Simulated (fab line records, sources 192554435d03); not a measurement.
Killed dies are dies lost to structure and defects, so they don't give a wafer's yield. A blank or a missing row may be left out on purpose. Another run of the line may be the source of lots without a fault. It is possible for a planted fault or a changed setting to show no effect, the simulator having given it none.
Chamber matching	flow n5 finfet	N5_MOL_CONTACT_COAG_DESCUM_45 on rie diel-04 has 4 sister chambers
The step chemistry O2, time 7 s. 18 wafers are shown with their chamber, then 9 later ones without.

WAFERS PAIRED WITH THEIR CHAMBERS
wafer	chamber	showerhead plenum p Torr (Torr)	throttle valve pct (%)	drypump motor current A (A)
L080.1	2	2.10	20.21	6.0
L080.4	3	2.03	20.46	5.1
L080.5	0	2.00	20.08	5.9
L082.1	2	2.10	20.24	6.0
L082.3	1	2.15	20.67	5.9
L082.4	3	2.03	20.46	5.2
L083.3	1	2.15	20.69	5.8
L083.5	3	2.02	20.47	5.1
L083.6	0	2.00	20.06	6.0
L085.2	1	2.15	20.70	5.9
L085.4	3	2.02	20.49	5.2
L085.6	3	2.02	20.48	5.1
L086.3	0	2.00	20.07	5.9
L086.4	2	2.09	20.23	6.0
L086.6	1	2.15	20.67	5.8
L087.2	0	2.00	20.10	5.9
L087.4	1	2.15	20.68	5.9
L087.6	0	2.00	20.09	5.9

SIGNATURES, as means of the wafers listed above
reading	chamber 0	chamber 1	chamber 2	chamber 3	scatter within a chamber
showerhead plenum p Torr	2.0000	2.1500	2.0967	2.0240	0.00365
throttle valve pct	20.0800	20.6820	20.2267	20.4720	0.0142
drypump motor current A	5.920	5.860	6.000	5.140	0.0478
Rule: for each reading, subtract the chamber's mean from the wafer's reading, divide by that reading's scatter and square the result; add these up over the readings and take the root, which gives the wafer's distance from the chamber. The wafer belongs to the nearest chamber; if the next one is less than 2 further off, it can't be placed. The scatter: the root of (the sum of the squares of (reading less its chamber's mean) over the shown wafers, divided by (wafers less chambers)).

WAFERS MISSING THEIR CHAMBER
wafer	showerhead plenum p Torr (Torr)	throttle valve pct (%)	drypump motor current A (A)
L088.2	2.00	20.08	5.9
L088.4	2.00	20.08	5.9
L088.6	2.15	20.69	5.8
L092.2	2.02	20.50	5.2
L092.3	2.09	20.26	6.0
L092.5	2.00	20.11	5.9
L095.1	2.02	20.51	5.1
L095.2	2.14	20.35	5.8
L095.3	1.99	20.12	5.9

WHICH CHAMBER EACH ONE RAN IN
wafer	from the rows above	in truth
L088.2	0	0
L088.4	0	0
L088.6	1	1
L092.2	3	3
L092.3	2	2
L092.5	0	0
L095.1	3	3
L095.2	2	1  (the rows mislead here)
L095.3	0	0
8 of 9 placed correctly. From these rows, 0 cannot be placed. Number placed wrongly: 1.
